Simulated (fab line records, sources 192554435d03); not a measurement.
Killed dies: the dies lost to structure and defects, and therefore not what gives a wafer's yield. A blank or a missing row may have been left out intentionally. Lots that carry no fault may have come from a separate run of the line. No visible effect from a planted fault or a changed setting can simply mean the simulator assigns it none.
Struck lot and sound lot, side by side || flow n5_finfet || 23 out of 1938 route steps
Sound: the wafers L145.2, L145.3, L145.6. Struck: wafer L150.1 (left out: L150.6, a lot-mate that was not struck); the cause follows at the end.
Each step with rows lists, per side, the tool, then ch with its chambers, then its first start. Under that, the readings that differ: sound wafers || struck wafers || difference of the means || sigmas: that difference in standard deviations of wafers without a fault.
alike: words and numbers the same on both sides, and readings whose means are apart by under 2 such deviations; not compared: readings that were withheld, readings missing a value for some wafer, numbers with overlapping values and no deviation given by the record, and bounds like >300 which may hide the same value.
Wherever a step has rows on one side only, a row that says differs or no value, or a row with sigmas, the two part there. When numbers do not overlap yet have no deviation, they are printed without sigmas and do not part them. A reading missing from all wafers of one side parts the sides only when that side holds two or more wafers.

first, 3 steps without rows for these wafers: N5_PMOS_HMC_CHANNEL_EPI_EXPOSE_06 (exposes mask PMOS HMC BLK, target cd 240 nm); N5_PMOS_HMC_CHANNEL_EPI_PEB_07 (peb time 60 s); N5_PMOS_HMC_CHANNEL_EPI_DEVELOP_08 (develop time 30 s).
N5_PMOS_HMC_CHANNEL_EPI_CD_MEAS_09: the cd target is 237.4 nm.
  sound on cd_sem-01 ch 0, day 3 05:00; struck on cd_sem-03 ch 0, day 4 11:22
  alike: cd_nm
N5_PMOS_HMC_CHANNEL_EPI_OVL_MEAS_10:
  sound on overlay-02 ch 0, day 3 05:01; struck on overlay-02 ch 0, day 4 11:23
  alike: PMOS_HMC_BLK_OVL
N5_PMOS_HMC_CHANNEL_EPI_INSPECT_11: inspects for defects (macro).
  struck on defect_inspect-01, day 4 11:25; sound on defect_inspect-01, day 3 05:03
  alike: raw_defect_count
N5_PMOS_HMC_CHANNEL_EPI_DESCUM_14: chemistry O2, time 7.9 s.
  sound on rie_diel-05 ch 0,1,2, day 3 05:05; struck on rie_diel-05 ch 1, day 4 11:27
  alike: drypump_motor_current_A, oes_product_au, rf_fwd_power_W, rf_vpp_V, showerhead_plenum_p_Torr, throttle_valve_pct
  not compared: rf_hours_counter_h
then, 1 step without rows for these wafers: N5_PMOS_HMC_CHANNEL_EPI_ETCH_32 (etches BARC in N2/H2, stops on SiO2, target depth 85.8 nm, time 50.3 s).
N5_PMOS_HMC_CHANNEL_EPI_HM_OPEN_15: chemistry CHF3/O2, target SiO2, target depth 40.6 nm, time 20.3 s.
  sound on rie_diel-05 ch 0,1,2, day 3 05:10; struck on rie_diel-05 ch 1, day 4 11:31
  alike: O2_flow_sccm, drypump_motor_current_A, oes_product_au, rf_fwd_power_W, rf_vpp_V, showerhead_plenum_p_Torr, throttle_valve_pct
  not compared: rf_hours_counter_h
N5_PMOS_HMC_CHANNEL_EPI_STRIP_33: strips in N2/H2.
  sound on rie_diel-05 ch 0,1,2, day 3 05:13; struck on rie_diel-05 ch 1, day 4 11:35
  alike: drypump_motor_current_A, oes_product_au, rf_vpp_V, showerhead_plenum_p_Torr, throttle_valve_pct
  not compared: rf_hours_counter_h
then, 1 step without rows for these wafers: N5_PMOS_HMC_CHANNEL_EPI_STRIP_17 (strips in SPM, time 750 s).
N5_PMOS_HMC_CHANNEL_EPI_ETCH_38: etches SiO2 in CF4, target depth 1.5 nm.
  sound on rie_si-02 ch 1,2,3, day 3 05:31; struck on rie_si-06 ch 0, day 4 11:54
{"reading": "throttle_valve_pct (%)", "sound": "21.83 21.86 21.54", "struck": 21.20, "difference": -0.54, "sigmas": -2}
  alike: drypump_motor_current_A, oes_product_au, rf_fwd_power_W
  not compared: rf_hours_counter_h
N5_PMOS_HMC_CHANNEL_EPI_FIN_RECESS_16: chemistry HBr/Cl2, target Si, target depth 54 nm, time 18 s.
  sound on rie_si-02 ch 1,2,3, day 3 05:32; struck on rie_si-06 ch 0, day 4 11:55
{"reading": "throttle_valve_pct (%)", "sound": "35.59 35.55 35.28", "struck": 34.65, "difference": -0.82, "sigmas": -3}
{"reading": "model.etch.depth_nm (nm)", "sound": "54.04 54.86 55.01", "struck": 51.71, "difference": -2.93, "sigmas": ""}
{"reading": "model.PMOS_HMC_CHANNEL_EPI.feature_depth_nm (nm)", "sound": "54.04 54.86 55.01", "struck": 51.71, "difference": -2.93, "sigmas": ""}
  alike: drypump_motor_current_A, oes_product_au
  not compared: rf_fwd_power_W, rf_hours_counter_h
then, 6 steps without rows for these wafers: N5_PMOS_HMC_CHANNEL_EPI_PRECLEAN_36 (cleans in O3/DIW, time 45 s); N5_PMOS_HMC_CHANNEL_EPI_PRECLEAN_18 (cleans in DHF, time 30 s); N5_PMOS_HMC_CHANNEL_EPI_SRD_19 (time 30 s); N5_PMOS_HMC_CHANNEL_EPI_EPI_20 (deposits SiGe30, target thk 59 nm); N5_PMOS_HMC_CHANNEL_EPI_HM_STRIP_35 (strips SiO2 in dHF, material SiO2, target depth 39.6 nm, time 216 s); N5_PMOS_HMC_CHANNEL_EPI_SRD_39 (time 30 s).
N5_PMOS_HMC_CHANNEL_EPI_CMP_21: polishes SiGe30, target thk 54 nm.
  sound on cmp-03 ch 0,2,3, day 3 08:01; struck on cmp-01 ch 3, day 4 13:28
  alike: motor_current_A, retaining_ring_pressure_frac
N5_PMOS_HMC_CHANNEL_EPI_THK_MEAS_22:
  struck on film_metro-01, day 4 13:43; sound on film_metro-01, day 3 08:16
{"reading": "HMC_CMP_THK (nm)", "sound": "54.1 54.9 55.0", "struck": 51.7, "difference": -3.0, "sigmas": -4}
then, 2 steps without rows for these wafers: N5_PMOS_HMC_CHANNEL_EPI_PRECLEAN_40 (cleans in DHF, time 30 s); N5_PASSIVATION_PROBE_49.

== WHERE THEY PART ==
Last at N5_PMOS_HMC_CHANNEL_EPI_THK_MEAS_22 as far as this record goes, first at N5_PMOS_HMC_CHANNEL_EPI_ETCH_38.

WHY: the cause the simulator had injected
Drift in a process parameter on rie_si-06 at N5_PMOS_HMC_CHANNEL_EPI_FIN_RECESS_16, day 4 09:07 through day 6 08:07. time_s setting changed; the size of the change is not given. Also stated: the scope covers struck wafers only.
